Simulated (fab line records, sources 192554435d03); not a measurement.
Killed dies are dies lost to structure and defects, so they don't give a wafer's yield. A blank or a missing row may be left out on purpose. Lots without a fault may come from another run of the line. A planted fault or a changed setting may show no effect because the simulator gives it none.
fab line records | flow n5_finfet
record lots=5 wafers=12 last_day=17
route steps=1938 shown WELL_APT@46 PMOS_HMC_CHANNEL_EPI@57 BEOL_M4@1111 PASSIVATION@1936
lots that met no fault: from a run of the same line without faults
start_h: hours from the record's first day to the start of the lot's first wafer shown | wait_h: hours since the lot's step before | " the same as in the row above | L1.1+2: a row that stands for several wafers | - no value, or no start given | * or withheld: withheld | < > ~ a bound
route shown NAME@n: a module of which the file shows steps, and the number in the route of the first | usual: mean/standard deviation of fault-free wafers | same: alike in all rows | chamber/n: place in a boat | sites: the reading at each site | _std_site: their standard deviation | _edge_site: outer sites' mean less inner sites' | radius_mm: how far each site lies from the wafer's centre | mask NAME#n: copy n | behind: the tool/chamber that last shaped the wafer | hold: why the lot was held/for how many hours/how that ended | device: the transistor (n, p or np) that didn't switch | end of line: the same wafers' tests at the end of the route | a step without rows: its recipe alone | killed: dies lost to structure and defects at the first sort, not the wafer's yield | map: a wafer's dies, x killed, . not, _ none there
set.NAME: the setting as run; set.NAME@STEP: as run at that earlier step | model.NAME: the simulator's own value behind a step, which no gauge read
lots at some steps of the route; a table a step, a row a wafer
services: from which hour (start_h, from the record's first day; less than 0 if before it) a tool's chamber was out of use, for how many hours, and why
## steps
# step N5_WELL_APT_DESCUM_30
# recipe chemistry=O2 time_s=7.9 source_power_w=50 bias_power_w=20 pressure_mtorr=20 rf_frequency_hz=2.712e+07 temp_c=40 o2_flow_sccm=225
# step N5_WELL_APT_IMPLANT_31
# recipe species=B energy_kev=60 dose_cm2=1.5e+13 tilt_deg=0 rotation_deg=0
# step N5_WELL_APT_IMPLANT_32
# recipe species=BF2 energy_kev=50 dose_cm2=2e+13 tilt_deg=0 rotation_deg=0
# step N5_WELL_APT_STRIP_33
# recipe chemistry=SPM time_s=900 temp_c=130 h2so4_h2o2_vol_ratio=4 dry=ipa_marangoni
# step N5_WELL_APT_RTA_34
# recipe temp_c=1000 time_s=10 ambient=N2 idle_temp_c=600 ramp_up_c_per_s=150 ramp_down_c_per_s=60 cool_to_c=600
# step N5_WELL_APT_OXIDE_STRIP_42
# recipe chemistry=dHF dilution=25:1 time_s=45 temp_c=25 target=SiO2 target_depth_a=120
# step N5_WELL_APT_PRECLEAN_36
# recipe chemistry=O3/DIW time_s=45 temp_c=22 o3_ppm=10
# step N5_WELL_APT_PRECLEAN_39
# recipe chemistry=dHF time_s=60 dilution=150:1 temp_c=25
# step N5_WELL_APT_SRD_37
# recipe dry=ipa_marangoni do_ppb=5 time_s=30 temp_c=23 rinse_liquid=diw
# step N5_WELL_APT_EPI_41
# recipe material=Si target_thk_a=500 temp_c=650 precursor=SiH4/H2 pressure_torr=20 time_s=297.7
# step N5_PMOS_HMC_CHANNEL_EPI_HM_DEP_34
# recipe material=SiO2 target_thk_a=360 temp_c=400 precursor=TEOS/O2 pressure_torr=6.5 rf_w=900 teos_flow_sccm=161.4 gas=O2 flow_sccm=2650 time_s=6.9
# usual heater_power_w=559/54 showerhead_plenum_p_Torr=8.341/0.028 throttle_valve_pct=19.1/1.1
# columns lot.wafer tool chamber start_h wait_h heater_power_w showerhead_plenum_p_Torr throttle_valve_pct model.SiO2_of_PMOS_HMC_CHANNEL_EPI_HM_DEP_34.thk_nm
L958.3 pecvd-02 0 59.20 0.0 585 8.321 19.3 36.34
L958.4 " 2 " " 489 8.318 17.5 36.56
L958.6 " 1 " " 569 8.323 18.3 37.1
L965.1 pecvd-02 1 100.72 0.0 457 8.332 18.3 35.77
L965.2 " 2 " " 579 8.319 17.9 56.47
L966.2 pecvd-02 1 106.70 0.0 548 8.355 18.6 56.83
L966.4 " 1 " " 539 8.328 18.5 57.71
L967.2 pecvd-02 0 113.01 0.0 592 8.325 19.2 57.27
L967.4 " 1 " " 479 8.350 18.3 58.31
L969.1 pecvd-01 0 125.55 0.0 515 8.335 19.6 35.33
L969.4 " 2 " " 553 8.295 21.2 35.87
L969.5 " 1 " " 614 8.400 18.8 36.18
# step N5_PMOS_HMC_CHANNEL_EPI_COAT_31
# recipe resist=BARC temp_c=205 time_s=60 spin_rpm=1500 resist_thk_nm=66
# step N5_PMOS_HMC_CHANNEL_EPI_COAT_03
# recipe resist=CAR-ArF-block spin_rpm=1500 resist_thk_nm=205
# step N5_PMOS_HMC_CHANNEL_EPI_EBR_05
# recipe solvent=PGMEA ebr_width_mm=1.5
# step N5_PMOS_HMC_CHANNEL_EPI_SOFTBAKE_04
# recipe temp_c=110 time_s=60 resist=CAR-ArF-block
# step N5_PMOS_HMC_CHANNEL_EPI_EXPOSE_06
# recipe mask_id=PMOS_HMC_BLK na=1.35 source_shape=conventional sigma_outer=0.8 polarization=unpolarized target_cd_nm=240 dose_mj=41
# step N5_PMOS_HMC_CHANNEL_EPI_PEB_07
# recipe peb_temp_c=110 peb_time_s=60 resist=CAR-ArF-block
# step N5_PMOS_HMC_CHANNEL_EPI_DEVELOP_08
# recipe develop_time_s=30 developer=TMAH resist=CAR-ArF-block dev_temp_c=23 rinse_liquid=diw dry=air_spin
# step N5_PMOS_HMC_CHANNEL_EPI_DESCUM_14
# recipe chemistry=O2 time_s=7.9 source_power_w=50 bias_power_w=20 pressure_mtorr=20 rf_frequency_hz=2.712e+07 temp_c=40 resist=CAR-ArF-block o2_flow_sccm=225
# step N5_PMOS_HMC_CHANNEL_EPI_ETCH_32
# recipe chemistry=N2/H2 target=BARC stop_on=SiO2 target_depth_a=858 over_etch_frac=0.3 time_s=50.3 ion_energy_ev=200 mask_material=CAR-ArF-block pressure_mtorr=30 source_w=840 bias_w=150 n2_flow_sccm=200 h2_flow_sccm=200
# step N5_PMOS_HMC_CHANNEL_EPI_HM_OPEN_15
# recipe chemistry=CHF3/O2 target=SiO2 mask_material=CAR-ArF-block target_depth_a=406 CHF3_flow_sccm=50 O2_flow_sccm=5 Ar_flow_sccm=200 time_s=20.3 pressure_mtorr=30 source_w=650 bias_w=170 ion_energy_ev=200
# step N5_PMOS_HMC_CHANNEL_EPI_STRIP_33
# recipe chemistry=N2/H2 power_w=500 temp_c=40 pressure_mtorr=50 rf_frequency_hz=6e+07 overash_fraction=0.3 bias_power_w=8 h2_frac=0.5 n2_flow_sccm=300 h2_flow_sccm=300
# step N5_PMOS_HMC_CHANNEL_EPI_STRIP_17
# recipe chemistry=SPM time_s=750 temp_c=130 h2so4_h2o2_vol_ratio=4 dry=ipa_marangoni
# step N5_PMOS_HMC_CHANNEL_EPI_ETCH_38
# recipe chemistry=CF4 target=SiO2 target_depth_a=15 ion_energy_ev=350 pressure_mtorr=10 icp_w=800 bias_w=400 cf4_flow_sccm=80
# step N5_PMOS_HMC_CHANNEL_EPI_FIN_RECESS_16
# recipe chemistry=HBr/Cl2 target=Si mask_material=SiO2 target_depth_a=540 time_s=18 pressure_mtorr=10 icp_w=800 bias_w=75 HBr_flow_sccm=150 Cl2_flow_sccm=80
# step N5_PMOS_HMC_CHANNEL_EPI_PRECLEAN_36
# recipe chemistry=O3/DIW time_s=45 temp_c=22 o3_ppm=10
# step N5_PMOS_HMC_CHANNEL_EPI_PRECLEAN_18
# recipe chemistry=DHF time_s=30 temp_c=25 dilution=withheld
# columns lot.wafer tool chamber start_h wait_h model.SiO2_of_PMOS_HMC_CHANNEL_EPI_HM_DEP_34.thk_nm
L958.3 wet_bench-01 3 60.28 0.0 25.05
L958.4 " 7 " " 25.32
L958.6 " 2 " " 25.87
L965.1 wet_bench-02 1 101.78 0.0 24.47
L965.2 " 0 " " 45.25
L966.2 wet_bench-01 6 107.83 0.0 45.59
L966.4 " 2 " " 46.52
L967.2 wet_bench-02 0 114.07 0.0 46.06
L967.4 " 1 " " 47.08
L969.1 wet_bench-04 0 126.64 0.0 24.07
L969.4 " 3 " " 24.68
L969.5 " 2 " " 24.85
# step N5_PMOS_HMC_CHANNEL_EPI_SRD_19
# recipe dry=ipa_marangoni do_ppb=5 time_s=30 temp_c=23 rinse_liquid=diw
# step N5_BEOL_M4_RC_MEAS_101
# usual DIBL_N=36.0/1.6 DIBL_P=35.8/2 IOFF_N=0.152/0.03 IOFF_P=0.20/0.031 ION_N=670/12 ION_P=459/7.4 SS_N=71.5/0.56 SS_P=73.2/0.64 VT_N=251/3.5 VT_P=-252/3.3
# columns lot.wafer tool chamber start_h wait_h DIBL_N[mV/V] DIBL_P[mV/V] IOFF_N[nA/um] IOFF_P[nA/um] ION_N[uA/um] ION_P[uA/um] SS_N[mV/dec] SS_P[mV/dec] VT_N[mV] VT_P[mV]
L958.3 prober-01 0 241.69 0.3 38.7 37.2 0.189 0.24 674 461 72.8 73.8 248 -248
L958.4 " 0 " " 37.1 35.6 0.155 0.22 664 460 71.8 73.9 253 -248
L958.6 " 0 " " 36.7 34.9 0.148 0.20 684 465 71.5 73.1 251 -250
L966.2 prober-02 0 284.50 0.2 37.6 37.2 0.168 0.21 667 453 72.0 74.2 252 -253
L966.4 " 0 " " 38.1 37.7 0.174 0.22 679 465 71.8 73.9 251 -250
L965.1 prober-01 0 284.98 0.0 35.6 37.0 0.171 0.22 673 462 71.0 73.1 249 -249
L965.2 " 0 " " 35.5 37.5 0.190 0.24 694 472 71.2 72.9 244 -248
L969.1 prober-02 0 294.03 0.0 38.4 39.4 0.211 0.26 691 465 71.5 73.6 246 -249
L969.4 " 0 " " 36.8 36.9 0.173 0.21 679 458 71.2 74.0 249 -250
L969.5 " 0 " " 39.4 40.1 0.222 0.27 698 474 72.0 74.7 243 -247
L967.2 prober-01 0 302.10 0.2 33.0 33.7 0.120 0.17 679 465 70.4 72.4 249 -252
L967.4 " 0 " " 38.4 39.0 0.209 0.24 684 459 72.5 73.8 247 -249
# step N5_PASSIVATION_PROBE_49
# usual defect_limited_yield=91.6/1.4 killed_at_M0_to_M3=33/10 killed_at_M4_up=13/5.3 killed_at_contacts=13/5.9 killed_at_front_end=36/12 killed_at_other=4/3.1 killed_dies=99/16 killed_open=65/13 killed_short=32/7.3 sort_bin_5_function=4.9/0.9 sort_bin_6_memory=3.1/0.66 sort_n_pass=1081/17 sort_yield_pct=91.6/1.4
# same gross_dies=1180 killed_at_back_side=0 sort_bin_4_leakage[%]=0 sort_bin_8_speed[%]=0
# columns lot.wafer tool chamber start_h wait_h defect_limited_yield[%] killed_at_M0_to_M3 killed_at_M4_up killed_at_contacts killed_at_front_end killed_at_other killed_dies killed_open killed_short sort_bin_5_function[%] sort_bin_6_memory[%] sort_n_pass sort_yield_pct[%]
L958.3 prober-01 - 341.50 0.1 92.0 20 15 16 40 3 94 67 26 5.0 2.8 1086 92.0
L958.4 prober-01 - 341.55 0.2 91.4 34 17 13 28 9 101 69 32 6.1 2.3 1079 91.4
L958.6 prober-01 - 341.65 0.3 91.9 37 11 8 35 4 95 52 42 4.3 3.6 1085 91.9
L966.2 prober-02 - 391.42 0.1 95.0 21 5 2 30 1 59 46 12 3.1 1.8 1121 95.0
L965.1 prober-01 - 397.92 0.0 90.0 34 12 21 51 0 118 76 36 6.1 3.4 1062 90.0
L965.2 prober-01 - 397.97 0.1 92.7 14 12 18 41 1 86 59 27 4.4 2.5 1094 92.7
L967.2 prober-02 - 414.52 0.1 91.4 26 19 8 46 2 101 77 23 4.7 3.7 1079 91.4
L967.4 prober-02 - 414.62 0.2 90.9 41 14 11 36 5 107 75 32 5.1 4.0 1073 90.9
# killed by level:class
L958.3 MOL_CONTACT_COAG:geometric_particle:open=16 GATE_CUT:geometric_particle:short=8 BEOL_M4:geometric_particle:open=7 FIN_SAQP:geometric_particle:open=6 STI_FIN_REVEAL:geometric_particle:open=6 BEOL_M0_SAQP:geometric_particle:open=5 FIN_SAQP:geometric_particle:short=4 GATE_CUT:geometric_particle:open=4
L958.4 BEOL_M3:geometric_particle:open=11 MOL_CONTACT_COAG:geometric_particle:open=10 BEOL_M0_SAQP:geometric_particle:short=10 GATE_CUT:geometric_particle:open=9 BEOL_M4:geometric_particle:open=7 BEOL_M0_SAQP:geometric_particle:open=6 FIN_SAQP:geometric_particle:open=4 STI_FIN_REVEAL:geometric_particle:open=3
L958.6 FIN_SAQP:geometric_particle:open=8 BEOL_M2:geometric_particle:short=8 BEOL_M1:geometric_particle:open=7 STI_FIN_REVEAL:geometric_particle:open=6 MOL_CONTACT_COAG:geometric_particle:open=6 BEOL_M0_SAQP:geometric_particle:short=5 BEOL_M1:geometric_particle:short=4 BEOL_M2:geometric_particle:open=4
L966.2 STI_FIN_REVEAL:geometric_particle:open=12 FIN_SAQP:geometric_particle:open=6 BEOL_M1:geometric_particle:open=6 BEOL_M0_SAQP:geometric_particle:open=5 BEOL_M3:geometric_particle:open=4 FIN_SAQP:geometric_particle:short=3 BEOL_M2:geometric_particle:open=3 STARTING-WAFER:geometric_particle:open=3
L965.1 MOL_CONTACT_COAG:geometric_particle:open=19 FIN_SAQP:geometric_particle:open=12 BEOL_M0_SAQP:geometric_particle:short=11 FIN_SAQP:geometric_particle:short=10 BEOL_M0_SAQP:geometric_particle:open=9 DUMMY_GATE:geometric_particle:open=6 GATE_CUT:geometric_particle:short=6 BEOL_M0:geometric_particle:open=5
L965.2 MOL_CONTACT_COAG:geometric_particle:open=13 DUMMY_GATE:geometric_particle:open=8 STI_FIN_REVEAL:geometric_particle:open=7 BEOL_M1:geometric_particle:open=7 GATE_CUT:geometric_particle:short=6 FIN_SAQP:geometric_particle:open=5 MOL_CONTACT_COAG:geometric_particle:short=5 BEOL_M5:geometric_particle:open=5
L967.2 STI_FIN_REVEAL:geometric_particle:open=16 BEOL_M1:geometric_particle:open=10 FIN_SAQP:geometric_particle:open=9 MOL_CONTACT_COAG:geometric_particle:open=8 BEOL_M4:geometric_particle:open=8 BEOL_M2:geometric_particle:open=6 STI_FIN_REVEAL:geometric_particle:short=4 GATE_CUT:geometric_particle:short=4
L967.4 STI_FIN_REVEAL:geometric_particle:open=10 BEOL_M2:geometric_particle:open=10 MOL_CONTACT_COAG:geometric_particle:open=9 BEOL_M1:geometric_particle:open=7 BEOL_M3:geometric_particle:open=6 FIN_SAQP:geometric_particle:short=5 BEOL_M0_SAQP:geometric_particle:short=5 BEOL_M0_SAQP:geometric_particle:open=5
## services
# columns tool chamber start_h hours kind
pecvd-01 - 59.16 2.8 pm
pecvd-02 - 70.30 0.9 repair
pecvd-01 1 96.26 6.5 repair
pecvd-02 0 104.94 2.1 scheduled_down
## key
first_sign none at tools or gauges
model_effect step=N5_PMOS_HMC_CHANNEL_EPI_HM_DEP_34 value=SiO2_of_PMOS_HMC_CHANNEL_EPI_HM_DEP_34.thk_nm without=36.27 struck=57.32
model_effect step=N5_PMOS_HMC_CHANNEL_EPI_PRECLEAN_18 value=SiO2_of_PMOS_HMC_CHANNEL_EPI_HM_DEP_34.thk_nm without=25.05 struck=46.1
met_at N5_PMOS_HMC_CHANNEL_EPI_HM_DEP_34
struck_wafers L965.2,L966.2,L966.4,L967.2,L967.4
onset_between 59.20 100.72
fault kind=process_parameter_drift tool=pecvd-02 chamber=- onset_h=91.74 steps=N5_PMOS_HMC_CHANNEL_EPI_HM_DEP_34 channel=time_s offset=* shape=step end_h=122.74 scope=struck_wafers_only acts_in=* stated=*
